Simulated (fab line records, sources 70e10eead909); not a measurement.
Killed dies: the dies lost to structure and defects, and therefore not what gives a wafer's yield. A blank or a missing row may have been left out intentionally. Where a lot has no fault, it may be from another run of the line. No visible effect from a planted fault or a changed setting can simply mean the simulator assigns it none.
Which tool is to blame? :: flow nandHarc :: at 1 step of a route of 1302, 12 lots with 36 wafers sampled

WHAT EACH GAUGE READ, for each wafer
NHARC_P_M1_INSPECT_27.
lot: L075
measured: day 6 21:55
on: defectInspect-01
rawDefectCount: 263 294 296

lot: L077
measured: day 7 23:19
on: defectInspect-01
rawDefectCount: 260 256 325

lot: L079
measured: day 8 11:21
on: defectInspect-01
rawDefectCount: 313 210 383

lot: L081
measured: day 9 08:49
on: defectInspect-01
rawDefectCount: 173 214 196

lot: L084
measured: day 10 08:34
on: defectInspect-02
rawDefectCount: 218 194 259

lot: L085
measured: day 10 20:37
on: defectInspect-01
rawDefectCount: 159 247 256

lot: L087
measured: day 12 10:54
on: defectInspect-01
rawDefectCount: 319 239 313

lot: L089
measured: day 12 13:02
on: defectInspect-02
rawDefectCount: 396 403 253

lot: L091
measured: day 13 11:59
on: defectInspect-02
rawDefectCount: 323 312 338

lot: L093
measured: day 14 03:48
on: defectInspect-02
rawDefectCount: 362 352 189

lot: L095
measured: day 15 03:22
on: defectInspect-02
rawDefectCount: 262 212 241

lot: L097
measured: day 15 20:14
on: defectInspect-02
rawDefectCount: 465 352 287

WHICH TOOL RAN EACH LOT (tool, then ch and the chambers of the sampled wafers, then the start)
Before these readings, the record contains no process step.

THE ANSWER, worked out from the rows above alone
Rule: the lots themselves supply what counts as usual. Put in order of their means at a reading, lots are off if they are a third of the lots or fewer, leave a main group of 4 or more, and stand apart from it by a gap of 3 or more times the standard deviation of the main group's means; of several such gaps the widest counts. A main group whose means are all the same, to the digits that the tables above print for the reading, isn't used. Also off: a lot with no number at a reading for which 4 or more lots have one. The other lots that the step has rows for count as sound.
No lot is off at any reading shown: from this, nothing can be told.

WHAT THE SIMULATOR HAD PUT IN
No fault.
